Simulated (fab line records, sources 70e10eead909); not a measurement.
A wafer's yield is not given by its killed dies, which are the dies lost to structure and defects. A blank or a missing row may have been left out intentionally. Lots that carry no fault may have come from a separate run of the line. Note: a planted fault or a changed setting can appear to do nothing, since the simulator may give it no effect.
Chamber matching :: flow nand-harc :: 4 sister chambers for NHARC_A_CHANNEL_FILL_D1_ALD_25 on ald-hk-01
The step deposits SiOx, target thk 60 nm, pulse time 10 s, ald cycles 600. 14 wafers are shown with their chamber, then 7 later ones without.

## EACH WAFER AND ITS CHAMBER
wafer: L074.1
chamber: 0
heater-power-w (W): 452
precursor-pulse-height-rel: 0.983

wafer: L074.3
chamber: 1
heater-power-w (W): 488
precursor-pulse-height-rel: 0.986

wafer: L074.5
chamber: 0
heater-power-w (W): 458
precursor-pulse-height-rel: 1.034

wafer: L076.1
chamber: 1
heater-power-w (W): 485
precursor-pulse-height-rel: 1.016

wafer: L076.2
chamber: 0
heater-power-w (W): 445
precursor-pulse-height-rel: 1.013

wafer: L076.5
chamber: 0
heater-power-w (W): 448
precursor-pulse-height-rel: 0.994

wafer: L082.3
chamber: 0
heater-power-w (W): 431
precursor-pulse-height-rel: 0.957

wafer: L082.4
chamber: 3
heater-power-w (W): 393
precursor-pulse-height-rel: 0.968

wafer: L082.6
chamber: 1
heater-power-w (W): 470
precursor-pulse-height-rel: 0.987

wafer: L087.1
chamber: 3
heater-power-w (W): 378
precursor-pulse-height-rel: 1.004

wafer: L087.3
chamber: 0
heater-power-w (W): 432
precursor-pulse-height-rel: 0.962

wafer: L087.2
chamber: 2
heater-power-w (W): 375
precursor-pulse-height-rel: 1.010

wafer: L092.1
chamber: 0
heater-power-w (W): 439
precursor-pulse-height-rel: 0.981

wafer: L092.2
chamber: 1
heater-power-w (W): 468
precursor-pulse-height-rel: 0.968

SIGNATURES, as means of the wafers listed above
reading: heater-power-w
chamber 0: 443.57
chamber 1: 477.75
chamber 2: 375.00
chamber 3: 385.50
scatter within a chamber: 10.2

reading: precursor-pulse-height-rel
chamber 0: 0.98914
chamber 1: 0.98925
chamber 2: 1.01000
chamber 3: 0.98600
scatter within a chamber: 0.0251
Rule: for a wafer and a chamber, the distance is found by dividing, reading by reading, the gap between the wafer's reading and the chamber's mean by the reading's scatter, squaring, summing and taking the root. The wafer belongs to the nearest chamber; if the next one is less than 2 further off, it can't be placed. How the scatter is found: for the shown wafers, subtract from each reading the mean of its chamber, square and add these, divide the total by (wafers less chambers), then take the root.

## WAFERS WITH NO CHAMBER GIVEN
wafer: L092.4
heater-power-w (W): 395
precursor-pulse-height-rel: 0.987

wafer: L094.3
heater-power-w (W): 472
precursor-pulse-height-rel: 0.986

wafer: L094.1
heater-power-w (W): 429
precursor-pulse-height-rel: 1.023

wafer: L094.5
heater-power-w (W): 377
precursor-pulse-height-rel: 0.998

wafer: L097.1
heater-power-w (W): 430
precursor-pulse-height-rel: 1.038

wafer: L097.2
heater-power-w (W): 382
precursor-pulse-height-rel: 0.996

wafer: L097.3
heater-power-w (W): 471
precursor-pulse-height-rel: 1.028

## WHICH CHAMBER EACH ONE RAN IN
wafer: L092.4
from the rows above: can't be placed: 3 or 2
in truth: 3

wafer: L094.3
from the rows above: 1
in truth: 1

wafer: L094.1
from the rows above: 0
in truth: 0

wafer: L094.5
from the rows above: can't be placed: 2 or 3
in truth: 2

wafer: L097.1
from the rows above: 0
in truth: 0

wafer: L097.2
from the rows above: can't be placed: 3 or 2
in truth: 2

wafer: L097.3
from the rows above: can't be placed: 1 or 0
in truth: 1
Correct placement for 3 of the 7. From these rows, 4 cannot be placed; in 4 the true chamber is one of the candidates. 0 placed wrongly.
